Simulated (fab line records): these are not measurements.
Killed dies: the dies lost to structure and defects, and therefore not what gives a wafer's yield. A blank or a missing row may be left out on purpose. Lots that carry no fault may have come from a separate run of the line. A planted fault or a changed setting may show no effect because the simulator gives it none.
fab line records	flow nand_harc
record lots=14	wafers=42	last_day=24
route steps=1159 shown P_GATE@145 P_CONTACT@218
lots untouched by any fault: they come from a run of this same line in which no faults occurred
start_h: hours from the record's first day to the start of the lot's first wafer shown	wait_h: hours from the lot's prior step to this one	" unchanged from the row above	L1.1+2: one row covering several wafers at once	- no value, or no start given	* or withheld: withheld	< > ~ a bound
route shown NAME@n: names a module that has steps shown in the file, with the first one's number in the route	usual: mean/standard deviation taken from wafers without a fault	same: alike in all rows	chamber/n: place in a boat	sites: per-site readings	_std_site: how widely they spread, as a standard deviation	_edge_site: the outer-site mean with the inner-site mean subtracted	radius_mm: for every site, how far away it sits from the centre of the wafer	mask NAME#n: copy n	behind: the last tool/chamber to shape the wafer	hold: reason for holding the lot/hours on hold/outcome of the hold	device: transistor that didn't switch, given as n, p or np	end of line: the same wafers' tests at the end of the route	a step without rows: its recipe alone	killed: dies that structure and defects cost at the first sort, which is not the same as the wafer's yield	map: a wafer's dies, x killed, . not, _ none there
set.NAME: the setting the step ran with; set.NAME@STEP: the setting that earlier step ran with	model.NAME: the simulator's own value behind a step, which no gauge read
a sample of lots followed through the steps of the route, with each step as a table and each wafer as a row
services: a tool's chamber out of use, with start hour (start_h, from the record's first day; less than 0 if before it), hours out, and reason
## steps
# step NHARC_P_GATE_ETCH_104
# recipe target_depth_a=600	time_s=withheld	cf4_flow_sccm=100	chf3_flow_sccm=30	ar_flow_sccm=0	rf_w=500	bias_w=200	chemistry=CF4/CHF3
# usual drypump_motor_current_A=6.0/0.42	oes_product_au=0.944/0.022	rf_vpp_V=369.0/1.8	showerhead_plenum_p_Torr=1.53/0.044	throttle_valve_pct=16.804/0.0087
lot.wafer	tool	chamber	start_h	wait_h	drypump_motor_current_A	oes_product_au	rf_vpp_V	showerhead_plenum_p_Torr	throttle_valve_pct
L527.3	rie_diel-12	2	96.00	0.1	5.4	0.952	371.0	1.59	16.797
L527.2	"	0	"	"	6.6	0.981	372.0	1.57	16.810
L527.5	"	2	"	"	5.4	0.965	371.1	1.59	16.794
L528.3	rie_diel-05	3	96.35	0.1	4.8	0.926	370.4	1.54	16.797
L528.1	"	0	"	"	5.9	0.926	366.6	1.50	16.797
L528.6	"	2	"	"	6.3	0.929	367.9	1.47	16.790
L529.2	rie_diel-12	2	102.95	0.1	5.4	0.937	371.7	1.59	16.811
L529.4	"	3	"	"	6.3	0.962	368.1	1.48	16.804
L529.3	"	0	"	"	6.6	0.942	369.5	1.57	16.804
L531.4	rie_diel-12	0	110.33	0.1	6.6	0.922	369.7	1.57	16.798
L531.1	"	1	"	"	6.0	0.917	370.0	1.56	16.808
L531.5	"	1	"	"	6.0	0.919	369.7	1.56	16.809
L530.3	rie_diel-08	2	110.71	0.2	6.0	0.957	366.3	1.48	16.800
L530.5	"	2	"	"	6.0	0.957	366.5	1.48	16.809
L530.6	"	3	"	"	6.0	0.948	371.2	1.56	16.795
L533.2	rie_diel-08	1	124.75	0.1	6.5	0.926	367.8	1.49	16.802
L533.4	"	1	"	"	6.5	0.910	368.3	1.49	16.801
L533.5	"	2	"	"	6.0	0.912	366.6	1.47	16.798
L534.2	rie_diel-05	0	133.63	0.1	5.9	0.984	368.5	1.49	16.808
L534.5	"	0	"	"	5.8	0.984	367.3	1.49	16.805
L534.6	"	1	"	"	6.0	0.974	370.3	1.53	16.795
L544.3	rie_diel-12	1	186.29	0.2	6.0	0.945	369.4	1.55	16.803
L544.1	"	2	"	"	5.4	0.944	371.5	1.59	16.789
L544.6	"	2	"	"	5.4	0.944	370.3	1.59	16.805
L546.3	rie_diel-08	1	203.94	0.1	6.5	0.968	367.4	1.49	16.792
L546.4	"	0	"	"	5.9	0.981	367.2	1.49	16.802
L546.6	"	1	"	"	6.5	0.975	367.4	1.49	16.800
L545.1	rie_diel-08	0	204.88	0.1	5.8	0.927	367.8	1.49	16.816
L545.2	"	3	"	"	6.0	0.930	369.9	1.56	16.807
L545.6	"	1	"	"	6.5	0.917	367.9	1.49	16.809
L547.1	rie_diel-08	3	205.18	0.1	6.0	0.941	371.1	1.56	16.808
L547.3	"	0	"	"	5.9	0.941	368.1	1.49	16.801
L547.6	"	3	"	"	6.0	0.935	371.1	1.56	16.800
L548.4	rie_diel-12	3	218.13	0.1	6.3	0.979	366.2	1.48	16.796
L548.5	"	3	"	"	6.3	0.983	367.0	1.48	16.804
L548.6	"	0	"	"	6.6	0.978	370.8	1.56	16.786
L549.2	rie_diel-12	1	218.39	0.1	6.0	0.970	369.9	1.55	16.808
L549.1	"	2	"	"	5.4	0.941	369.3	1.58	16.813
L549.5	"	0	"	"	6.6	0.923	370.9	1.56	16.815
L550.1	rie_diel-08	2	225.10	0.2	6.0	0.935	366.2	1.47	16.800
L550.2	"	3	"	"	6.0	0.939	369.8	1.55	16.800
L550.5	"	3	"	"	6.0	0.944	369.4	1.55	16.805
# step NHARC_P_GATE_STRIP_112
# recipe power_w=1500	temp_c=110	time_s=200	chemistry=N2/H2
# usual drypump_motor_current_A=5.66/0.27	heater_power_w=85/4.5
lot.wafer	tool	chamber	start_h	wait_h	drypump_motor_current_A	heater_power_w	rf_hours_counter_h
L527.2	plasma_asher-01	0	112.15	0.2	5.42	90	2
L527.3	"	1	"	"	5.48	81	-
L527.5	"	0	"	"	5.43	92	-
L528.1	plasma_asher-02	0	112.43	0.2	5.71	79	35
L528.3	"	1	"	"	6.09	81	-
L528.6	"	1	"	"	6.12	84	-
L529.2	plasma_asher-01	0	117.10	0.2	5.45	91	4
L529.3	"	1	"	"	5.47	83	-
L529.4	"	0	"	"	5.44	90	-
L531.1	plasma_asher-01	0	124.98	0.2	5.40	93	7
L531.4	"	0	"	"	5.42	92	-
L531.5	"	0	"	"	5.42	91	-
L530.3	plasma_asher-02	1	125.32	0.2	6.16	82	-
L530.6	"	1	"	"	6.15	82	-
L530.5	"	0	"	"	5.72	77	-
L533.2	plasma_asher-02	0	139.54	0.2	5.72	79	43
L533.4	"	0	"	"	5.70	79	-
L533.5	"	1	"	"	6.12	82	-
L534.2	plasma_asher-02	0	147.95	0.2	5.72	79	47
L534.5	"	1	"	"	6.12	86	-
L534.6	"	0	"	"	5.68	79	-
L544.1	plasma_asher-02	1	200.93	0.2	6.13	87	3
L544.3	"	1	"	"	6.13	90	-
L544.6	"	1	"	"	6.14	89	-
L546.4	plasma_asher-01	1	217.93	0.2	5.45	82	-
L546.3	"	0	"	"	5.42	88	-
L546.6	"	0	"	"	5.43	92	-
L545.1	plasma_asher-01	1	218.98	0.2	5.46	81	39
L545.2	"	0	"	"	5.44	90	39
L545.6	"	0	"	"	5.43	93	-
L547.1	plasma_asher-02	0	219.31	0.2	5.71	81	8
L547.3	"	1	"	"	6.13	90	-
L547.6	"	1	"	"	6.09	89	-
L548.4	plasma_asher-02	1	232.26	0.2	6.13	89	-
L548.5	"	1	"	"	6.12	91	-
L548.6	"	0	"	"	5.73	83	-
L549.2	plasma_asher-01	1	232.38	0.2	5.48	83	44
L549.1	"	0	"	"	5.44	90	44
L549.5	"	1	"	"	5.50	84	-
L550.2	plasma_asher-01	0	239.10	0.2	5.43	90	46
L550.1	"	1	"	"	5.48	85	46
L550.5	"	1	"	"	5.46	83	-
# step NHARC_P_CONTACT_DEP_00
# recipe target_thk_a=5000	temp_c=400	pressure_torr=6.5	rf_w=900	teos_flow_sccm=161.4	flow_sccm=2650	target_thk_nm=500	gas=O2	material=SiO2
# usual heater_power_w=537/94	throttle_valve_pct=15.9/0.62
lot.wafer	tool	chamber	start_h	wait_h	heater_power_w	throttle_valve_pct
L528.1	pecvd-02	0	-	-	550	15.9
L528.3	"	0	"	"	400	16.2
L528.6	"	0	"	"	445	15.9
L527.2	pecvd-04	0	117.81	0.3	487	16.7
L527.3	"	0	"	"	335	16.9
L527.5	"	0	"	"	379	16.7
L529.2	pecvd-04	0	121.92	0.3	476	16.9
L529.4	"	0	"	"	349	16.5
L529.3	"	2	"	"	549	16.6
L531.1	pecvd-03	0	-	-	627	15.6
L531.4	"	1	"	"	424	14.7
L531.5	"	0	"	"	674	15.7
L530.3	pecvd-03	2	-	-	603	15.6
L530.5	"	2	"	"	630	15.7
L530.6	"	0	"	"	548	15.6
L533.2	pecvd-04	2	-	-	621	16.7
L533.4	"	1	"	"	551	16.1
L533.5	"	0	"	"	344	16.6
L534.2	pecvd-04	1	-	-	682	16.1
L534.6	"	0	"	"	445	16.5
L534.5	"	1	"	"	702	16.1
L544.1	pecvd-02	2	-	-	548	15.3
L544.3	"	0	"	"	466	15.7
L544.6	"	1	"	"	719	15.8
L546.3	pecvd-03	0	-	-	601	15.8
L546.6	"	0	"	"	635	15.7
L546.4	"	2	"	"	563	15.6
L545.2	pecvd-04	0	-	-	387	16.0
L545.1	"	1	"	"	697	16.4
L545.6	"	0	"	"	406	15.9
L547.3	pecvd-02	2	-	-	544	15.3
L547.1	"	0	"	"	449	15.8
L547.6	"	2	"	"	563	15.2
L548.4	pecvd-04	1	-	-	642	16.3
L548.5	"	2	"	"	489	16.7
L548.6	"	0	"	"	443	16.0
L549.2	pecvd-03	2	-	-	556	15.6
L549.1	"	0	"	"	564	15.8
L549.5	"	0	"	"	589	15.9
L550.2	pecvd-02	0	-	-	507	15.7
L550.1	"	2	"	"	447	15.0
L550.5	"	2	"	"	485	15.1
# step NHARC_P_CONTACT_ETCH_35
# recipe target_depth_a=390	over_etch_frac=0.3	time_s=65	ion_energy_ev=80	cf4_flow_sccm=150	ar_flow_sccm=0	rf_w=300	bias_w=100	chemistry=CF4
# usual drypump_motor_current_A=5.8/0.43	oes_product_au=1.003/0.011	rf_vpp_V=151.3/1.2	run_length_s=86.3/0.44	showerhead_plenum_p_Torr=1.76/0.078	throttle_valve_pct=13.285/0.0094
lot.wafer	tool	chamber	start_h	wait_h	drypump_motor_current_A	oes_product_au	rf_hours_counter_h	rf_vpp_V	run_length_s	showerhead_plenum_p_Torr	throttle_valve_pct
L528.1	rie_diel-03	2	118.94	0.1	5.6	0.973	6	152.8	87.4	1.82	13.292
L528.3	"	3	"	"	5.6	0.995	6	150.5	86.6	1.75	13.280
L528.6	"	0	"	"	5.9	1.009	-	152.4	86.7	1.83	13.273
L527.2	rie_diel-02	3	119.52	0.1	4.9	1.041	56	152.0	86.5	1.82	13.279
L527.3	"	1	"	"	5.7	1.017	58	150.9	86.5	1.81	13.292
L527.5	"	3	"	"	4.9	1.030	-	151.0	86.1	1.82	13.307
L529.4	rie_diel-03	2	123.64	0.1	5.6	0.974	6	152.3	87.4	1.82	13.268
L529.3	"	3	"	"	5.6	0.986	7	150.7	86.7	1.75	13.284
L529.2	"	0	"	"	5.9	1.005	7	152.6	86.8	1.84	13.291
L531.1	rie_diel-13	1	130.98	0.1	6.2	1.009	2	152.9	86.1	1.89	13.290
L531.4	"	2	"	"	6.5	1.011	2	150.6	86.7	1.67	13.303
L531.5	"	0	"	"	6.0	1.006	-	148.7	86.0	1.65	13.292
L530.3	rie_diel-03	0	131.45	0.1	5.8	1.019	8	151.4	86.5	1.83	13.272
L530.6	"	2	"	"	5.6	0.990	-	151.0	87.4	1.82	13.282
L530.5	"	3	"	"	5.6	1.008	-	153.1	86.4	1.75	13.283
L533.2	rie_diel-13	0	145.57	0.1	6.0	1.016	3	150.4	67.3	1.65	13.307
L533.4	"	2	"	"	6.5	1.021	3	149.6	86.1	1.67	13.297
L533.5	"	1	"	"	6.2	1.010	-	152.2	85.8	1.89	13.280
L534.2	rie_diel-13	0	154.10	0.1	6.0	1.006	4	150.8	67.2	1.65	13.283
L534.6	"	0	"	"	6.0	1.009	-	151.2	67.0	1.65	13.282
L534.5	"	1	"	"	6.2	1.007	-	153.9	85.8	1.89	13.277
L544.1	rie_diel-03	1	207.18	0.1	5.0	1.005	15	149.2	86.2	1.76	13.277
L544.3	"	3	"	"	5.6	1.005	17	150.7	86.7	1.75	13.276
L544.6	"	0	"	"	5.8	1.016	-	151.1	86.5	1.83	13.276
L546.4	rie_diel-13	3	224.11	0.1	5.9	1.004	11	151.0	85.8	1.73	13.287
L546.3	"	1	"	"	6.2	1.004	12	153.6	86.0	1.89	13.278
L546.6	"	3	"	"	5.9	1.006	-	152.2	85.9	1.73	13.294
L545.2	rie_diel-13	3	225.59	0.1	5.9	1.003	11	151.3	85.9	1.73	13.281
L545.1	"	0	"	"	6.0	1.008	12	149.0	86.2	1.65	13.281
L545.6	"	2	"	"	6.5	1.021	-	149.8	86.0	1.67	13.293
L547.3	rie_diel-02	3	225.78	0.1	4.9	0.991	19	152.4	86.6	1.81	13.281
L547.1	"	1	"	"	5.7	0.998	26	151.6	86.4	1.80	13.281
L547.6	"	3	"	"	4.9	1.002	-	152.7	86.3	1.81	13.290
L548.4	rie_diel-03	0	238.49	0.1	5.8	1.013	-	152.6	86.9	1.83	13.280
L548.5	"	0	"	"	5.8	1.009	-	151.5	86.4	1.83	13.281
L548.6	"	3	"	"	5.6	1.010	-	152.2	86.4	1.75	13.288
L549.1	rie_diel-13	1	238.57	0.1	6.2	0.992	14	153.1	86.1	1.89	13.266
L549.2	"	2	"	"	6.5	1.001	13	149.8	86.0	1.67	13.295
L549.5	"	0	"	"	6.0	1.002	-	149.5	86.1	1.65	13.282
L550.1	rie_diel-03	3	245.11	0.1	5.6	1.015	3	151.3	87.3	1.75	13.266
L550.2	"	0	"	"	5.9	1.002	3	152.3	86.8	1.83	13.300
L550.5	"	3	"	"	5.6	1.009	-	151.5	86.8	1.75	13.277
## services
tool	chamber	start_h	hours	kind
rie_diel-12	2	77.45	16.1	repair
rie_diel-13	1	95.91	12.8	repair
plasma_asher-01	-	99.00	9.0	pm
rie_diel-13	-	99.00	9.0	pm
pecvd-04	1	108.37	30.6	repair
rie_diel-08	0	124.58	10.8	repair
rie_diel-08	-	125.57	9.0	pm
rie_diel-03	0	133.67	2.8	repair
rie_diel-08	1	154.25	10.5	repair
rie_diel-03	0	160.57	5.6	repair
rie_diel-12	1	161.78	6.8	repair
rie_diel-03	1	174.43	8.0	repair
rie_diel-13	-	174.85	0.5	repair
rie_diel-12	0	180.73	6.9	repair
plasma_asher-02	-	183.00	9.0	pm
rie_diel-08	1	192.39	5.7	repair
rie_diel-03	2	194.04	20.2	repair
pecvd-04	-	195.04	13.0	pm
rie_diel-12	-	202.54	9.0	pm
rie_diel-13	2	209.92	5.3	repair
rie_diel-03	-	215.44	9.0	pm
rie_diel-03	1	228.37	71.2	repair
rie_diel-12	1	232.61	3.2	repair
rie_diel-03	2	234.15	23.1	repair
## key
first_sign step=NHARC_P_CONTACT_ETCH_35	reading=run_length_s	direction=down	sigmas=44	usual=*	struck=*
effect none on later readings
met_at NHARC_P_CONTACT_ETCH_35
struck_lots L533,L534
struck_wafers L533.2,L534.2,L534.6
later_rows_left_out L533.2,L534.2,L534.6
sort_left_out L533.2,L534.2,L534.6
tester_left_out L533,L534
not_acting_at NHARC_P_GATE_ETCH_104,NHARC_P_GATE_STRIP_112,NHARC_P_CONTACT_DEP_00
onset_between 130.98 145.57
fault kind=process_parameter_drift	tool=rie_diel-13	chamber=0	onset_h=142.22	steps=NHARC_P_CONTACT_ETCH_35	channel=time_s	offset=*	shape=step	end_h=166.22	acts_in=*	stated=*
# tester_left_out: of these lots the tester's yield and bins aren't shown, on N5 and GAA mostly nor the transistor test; their killed dies are dies lost to structure and defects alone, not to doping, threshold or leakage, so they don't give the yield
# sort_left_out: the simulated sort isn't trusted on such a fault, so these wafers' sort isn't shown, and their yield isn't known
# later_rows_left_out: the simulator's readings of these wafers behind a module that went badly wrong aren't trusted and aren't shown, but for the sort
